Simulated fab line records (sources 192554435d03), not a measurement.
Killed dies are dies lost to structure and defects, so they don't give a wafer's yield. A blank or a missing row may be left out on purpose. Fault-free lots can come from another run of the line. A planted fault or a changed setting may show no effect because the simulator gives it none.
A lot that was struck, set against a sound lot ; flow n5_finfet ; 41 out of 1938 route steps
Sound: these wafers, L275.1, L275.2, L275.3. Wafers struck: L266.1, L266.2, L266.4. The cause is given at the end.
Per side, at each step with rows, come the tool, then ch with its chambers, and then its first start. Under that, the readings that differ: sound wafers ; struck wafers ; difference of the means ; sigmas: that difference in standard deviations of wafers without a fault.
alike: readings whose means differ by less than 2 such deviations, and words and numbers that are the same on both sides. not compared: withheld readings, readings that some wafer has no value for, bounds like >300 that may hide the same value, and numbers for which the record gives no deviation and whose values overlap.
A row with sigmas, a row that says differs or no value, or rows on one side alone: a step with any of these is where the two part. Non-overlapping numbers with no deviation appear without sigmas and do not part them. Lack of a reading on every wafer of one side parts them only where that side has two or more wafers.

first, 9 steps without rows for these wafers: N5_BEOL_M4_ANNEAL_95 (time 240 s); N5_BEOL_M4_SPUTTER_96 (material Cu, target thk 4.5 nm, time 8.29 s); N5_BEOL_M4_ECD_50 (material Cu, target thk 300 nm); N5_BEOL_M4_ANNEAL_51 (time 90 s); N5_BEOL_M4_CMP_52 (polishes, stops on SiOC, t overpolish 6.8 s, target thk 40 nm); N5_BEOL_M4_PRE_CLEAN_60 (time 15 s); N5_BEOL_M4_CO_CAP_55 (material Co, precursor CCTBA/H2, target thk 2 nm, time 102.1 s); N5_BEOL_M4_PRE_CLEAN_56 (time 15 s); N5_BEOL_M4_DEP_57 (deposits SiCN from 3MS/NH3, target thk 8 nm, time 14 s).
N5_BEOL_M4_RC_MEAS_101:
  sound on prober-01 ch 0, day 13 12:46; struck on prober-01 ch 0, day 11 02:54
  alike: DIBL_N, DIBL_P, IOFF_N, IOFF_P, ION_N, ION_P, SS_N, SS_P, VT_N, VT_P
then, 24 steps without rows for these wafers: N5_BEOL_M5_ILD_DEP_00 (deposits SiCOH lowk from DEMS/porogen, target thk 140.64 nm, time 25.9 s); N5_BEOL_M5_CURE_79 (cures SiCOH lowk, time 240 s); N5_BEOL_M5_PECVD_70 (deposits SiO2 from TEOS/O2, target thk 16 nm, time 18 s); N5_BEOL_M5_HM_DEP_02 (deposits TiN, target thk 20 nm); N5_BEOL_M5_COAT_59 (time 60 s, resist thk 60 nm); N5_BEOL_M5_COAT_60 (time 60 s, resist thk 12 nm); N5_BEOL_M5_COAT_71 (time 60 s, resist thk 5 nm); N5_BEOL_M5_COAT_05 (resist thk 30 nm); N5_BEOL_M5_EBR_07; N5_BEOL_M5_SOFTBAKE_06 (time 60 s); N5_BEOL_M5_EXPOSE_08 (exposes mask M5, target cd 28 nm); N5_BEOL_M5_PEB_09 (peb time 60 s); N5_BEOL_M5_DEVELOP_10 (develop time 30 s); N5_BEOL_M5_DESCUM_16 (chemistry O2, time 7 s); N5_BEOL_M5_ETCH_72 (etches underlayer in N2/H2, target depth 6.5 nm, time 5.2 s); N5_BEOL_M5_ETCH_61 (etches SiARC in CF4, target depth 15.6 nm, time 26 s); N5_BEOL_M5_ETCH_62 (etches SOC in N2/H2, target depth 75 nm, overetch 15 nm, time 112.5 s); N5_BEOL_M5_STRIP_63 (strips in N2/H2); N5_BEOL_M5_STRIP_73 (strips in N2/H2); N5_BEOL_M5_STRIP_64 (strips in CF4); N5_BEOL_M5_HM_OPEN_17 (chemistry Cl2/BCl3, target TiN, target depth 20 nm, overetch 6 nm); N5_BEOL_M5_STRIP_19 (strips in O2); N5_BEOL_M5_COAT_65 (time 60 s, resist thk 60 nm); N5_BEOL_M5_COAT_66 (time 60 s, resist thk 12 nm).
N5_BEOL_M6_STRIP_67: strips in CF4.
  sound on rie_diel-05 ch 0,1,3, day 14 03:56; struck on rie_diel-04 ch 0,2,3, day 11 21:24
  no value came back on the struck wafers for any of 8 readings (bias_power_w (W), cf4_flow_sccm (sccm) and others); on the sound wafers bias_power_w (W) reads 75.31 74.93 75.09
reading;sound;struck;difference;sigmas
model.SiARC_of_BEOL_M6_COAT_60.thk_nm (nm);0 0 0;28 28 28.2;+28;
N5_BEOL_M6_STRIP_19: strips in O2.
  sound on rie_diel-05 ch 0,1,3, day 14 04:06; struck on rie_diel-04 ch 1,2,3, day 11 21:34
reading;sound;struck;difference;sigmas
chamber_pressure_mTorr (mTorr);29.992 29.978 29.917;30.053 30.004 30.001;+0.057;+2
model.SOC_of_BEOL_M6_COAT_59.thk_nm (nm);0 0 0;92.6 92 92;+92.2;
  alike: drypump_motor_current_A, oes_product_au, rf_vpp_V, showerhead_plenum_p_Torr, throttle_valve_pct
  not compared: rf_hours_counter_h
N5_BEOL_M6_ETCH_66: etches SOC in N2/H2, target depth 80 nm, overetch 16 nm, time 120 s.
  sound on rie_diel-04 ch 1,2,3, day 14 05:07; struck on rie_diel-04 ch 0,1,3, day 11 23:23
reading;sound;struck;difference;sigmas
oes_product_au (a.u.);0.69 0.63 0.61;0.81 0.82 1.00;+0.23;+4
model.etch.depth_nm (nm);59.89 59.8 59.71;96.23 99.4 101.9;+39.38;
  alike: drypump_motor_current_A, h2_flow_sccm, rf_vpp_V, showerhead_plenum_p_Torr, throttle_valve_pct
  not compared: rf_hours_counter_h
N5_BEOL_M6_VIA_ETCH_34: etches SiCOH lowk in C4F6/O2, target depth 126.3 nm, time 50.9 s.
  sound on rie_diel-04 ch 1,2,3, day 14 05:13; struck on rie_diel-04 ch 0,1,3, day 11 23:29
reading;sound;struck;difference;sigmas
oes_product_au (a.u.);0.91 0.83 0.80;0.30 0.30 0.37;-0.52;-6
  alike: O2_flow_sccm, drypump_motor_current_A, rf_vpp_V, showerhead_plenum_p_Torr, throttle_valve_pct
  not compared: rf_hours_counter_h
N5_BEOL_M6_ETCH_41: etches SiCN in CH3F/O2, target depth 29.7 nm, time 52 s.
  sound: rie_diel-04 ch 1,2,3; struck: rie_diel-04 ch 0,1,3
reading;sound;struck;difference;sigmas
O2_flow_sccm (sccm);20.03 20.03 20.00;19.89 19.92 19.88;-0.12;-2
model.SiARC_of_BEOL_M6_COAT_60.thk_nm (nm);0 0 0;18.4 17.6 17.8;+17.9;
  alike: drypump_motor_current_A, oes_product_au, rf_vpp_V, showerhead_plenum_p_Torr, throttle_valve_pct
  not compared: rf_hours_counter_h
N5_BEOL_M6_OCD_MEAS_38:
  sound on ocd-02, day 14 05:28; struck on ocd-01, day 11 23:44
reading;sound;struck;difference;sigmas
trench_depth_nm (nm);96.6 95.7 94.5;- - -;no value on the struck wafers;
-- the record jumps here: 4 days lie between the struck wafers' starts before and after (it left off in module BEOL_M6 and takes up again in module PASSIVATION, whose first step shown is number 1936 of the route) --
N5_PASSIVATION_PROBE_49:
  rows exist in the record for the struck wafers here (prober-02, day 15 12:47), but not for the sound ones

== WHERE THEY PART ==
At N5_BEOL_M6_STRIP_67 first; at N5_PASSIVATION_PROBE_49 last (within this record only).

WHY: what had been put in by the simulator
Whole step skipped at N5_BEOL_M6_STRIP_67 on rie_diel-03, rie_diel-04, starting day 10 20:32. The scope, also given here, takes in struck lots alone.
